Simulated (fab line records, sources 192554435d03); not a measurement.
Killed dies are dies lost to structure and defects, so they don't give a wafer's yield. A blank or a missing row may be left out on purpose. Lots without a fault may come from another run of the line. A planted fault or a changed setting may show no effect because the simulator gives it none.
Split-lot experiment | flow n5_finfet | 7 lots, 39 wafers read, on a route of 1938 steps

THE SPLIT
At N5_SD_EPI_N_DESCUM_14 (chemistry O2, time 7.9 s), the setting time_s was moved away from the recipe's 7.9 s on 12 of the 39 wafers read, by +23.9% to +53.5%. The other wafers ran this setting at the recipe's value.

The reading is taken at the split's own step.

THE READING
CAR-ArF-block_of_SD_EPI_N_COAT_03.thk_nm (the simulator's own value, which no gauge read), in nm, at N5_SD_EPI_N_DESCUM_14 (chemistry O2, time 7.9 s). The file gives no usual value for it. The 27 wafers here that ran the recipe average 143.5 nm, standard deviation 0.53 nm.

wafer  | tool, chamber at the split | time_s as run, s | against the recipe | CAR-ArF-block_of_SD_EPI_N_COAT_03.thk_nm, nm | against lot-mates on the recipe
L074.1 | rie_diel-04, 0             | 9.785            | +23.9%             | 143.4                                        | -0.7
L074.2 | rie_diel-04, 1,3           | 9.785            | +23.9%             | 143.2                                        | -0.9
L074.5 | rie_diel-04, 1,3           | 9.785            | +23.9%             | 143.2                                        | -0.9
L074.3 | rie_diel-04, 3             | 7.9              | recipe             | 143.6                                        | -
L074.4 | rie_diel-04, 2             | 7.9              | recipe             | 144.6                                        | -
L074.6 | rie_diel-04, 2             | 7.9              | recipe             | 144                                          | -
L076.1 | rie_diel-03, 2             | 7.9              | recipe             | 143.4                                        | -
L076.3 | rie_diel-03, 3             | 7.9              | recipe             | 142.8                                        | -
L076.4 | rie_diel-03, 1             | 7.9              | recipe             | 143                                          | -
L077.1 | rie_diel-04, 2             | 7.9              | recipe             | 142.8                                        | -
L077.2 | rie_diel-04, 1,3           | 7.9              | recipe             | 142.4                                        | -
L077.5 | rie_diel-04, 1,3           | 7.9              | recipe             | 142.4                                        | -
L077.3 | rie_diel-04, 0             | 12.13            | +53.5%             | 140.2                                        | -2.3
L077.4 | rie_diel-04, 3,0           | 12.13            | +53.5%             | 139.8                                        | -2.7
L077.6 | rie_diel-04, 3,0           | 12.13            | +53.5%             | 139.8                                        | -2.7
L084.1 | rie_diel-04, 2             | 9.88             | +25.1%             | 142.6                                        | -0.9
L084.2 | rie_diel-04, 0             | 7.9              | recipe             | 143.8                                        | -
L084.3 | rie_diel-04, 1,0           | 7.9              | recipe             | 143.4                                        | -
L084.6 | rie_diel-04, 1,0           | 7.9              | recipe             | 143.4                                        | -
L084.4 | rie_diel-04, 3             | 9.88             | +25.1%             | 142.2                                        | -1.3
L084.5 | rie_diel-04, 1             | 9.88             | +25.1%             | 142.4                                        | -1.1
L086.1 | rie_diel-04, 3             | 7.9              | recipe             | 143.8                                        | -
L086.2 | rie_diel-04, 2,1,0         | 7.9              | recipe             | 144                                          | -
L086.3 | rie_diel-04, 2,1,0         | 7.9              | recipe             | 144                                          | -
L086.6 | rie_diel-04, 2,1,0         | 7.9              | recipe             | 144                                          | -
L086.4 | rie_diel-04, 0,1           | 7.9              | recipe             | 143.4                                        | -
L086.5 | rie_diel-04, 0,1           | 7.9              | recipe             | 143.4                                        | -
L088.1 | rie_diel-01, 0             | 10.26            | +29.9%             | 142.2                                        | -1.7
L088.2 | rie_diel-01, 1             | 7.9              | recipe             | 143.6                                        | -
L088.5 | rie_diel-01, 1             | 7.9              | recipe             | 143.6                                        | -
L088.3 | rie_diel-01, 2             | 7.9              | recipe             | 144.4                                        | -
L088.4 | rie_diel-01, 2             | 10.26            | +29.9%             | 142.4                                        | -1.5
L088.6 | rie_diel-01, 0             | 10.26            | +29.9%             | 142.8                                        | -1.1
L091.1 | rie_diel-01, 0,3,3         | 7.9              | recipe             | 143.8                                        | -
L091.2 | rie_diel-01, 0,3,3         | 7.9              | recipe             | 143.8                                        | -
L091.6 | rie_diel-01, 0,3,3         | 7.9              | recipe             | 143.8                                        | -
L091.3 | rie_diel-01, 2             | 7.9              | recipe             | 143                                          | -
L091.4 | rie_diel-01, 2,0           | 7.9              | recipe             | 143.4                                        | -
L091.5 | rie_diel-01, 2,0           | 7.9              | recipe             | 143.4                                        | -
Where a row lists several chambers, the file gives one row for several wafers and doesn't say which wafer went through which chamber.

THE FIT
A straight line over all 39 wafers: CAR-ArF-block_of_SD_EPI_N_COAT_03.thk_nm changes by -0.0544 nm for each +1% of time_s; r = -0.84; the points scatter about the line by 0.6 nm.
The same after taking each lot's own level away (the mean of its wafers on the recipe; 39 wafers): -0.0466 nm for each +1%; r = -0.94; scatter 0.29 nm.
On that fit, the largest move of time_s shifts the reading by 2.5 nm.
The lots' own levels span 142.53 to 144.07 nm, that is 2.9 times the standard deviation above.
So the lot-to-lot level changes the slope: the two fits differ.
Check: with one of the wafers moved furthest among these (+53.5%) left out of the fit, the line predicts -2.51 nm for it against its lot-mates. It came out at -2.33 nm against them.

OTHER SPLITS ON THESE WAFERS
These wafers also went through other splits before the reading. Each is held against what the fit with the lots' levels taken away leaves over:
other split on the same wafers                 | wafers away from the commonest value | r with CAR-ArF-block_of_SD_EPI_N_COAT_03.thk_nm (lot level and that fit taken away)
N5_PMOS_HMC_CHANNEL_EPI_HM_DEP_34 target_thk_a | 15                                   | +0.06
N5_FIN_SAQP_ETCH_65 time_s                     | 15                                   | +0.19

THE FILE'S OWN FIT
CAR-ArF-block_of_SD_EPI_N_COAT_03.thk_nm changes by -0.0461 nm for each +1% of time_s, r = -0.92.
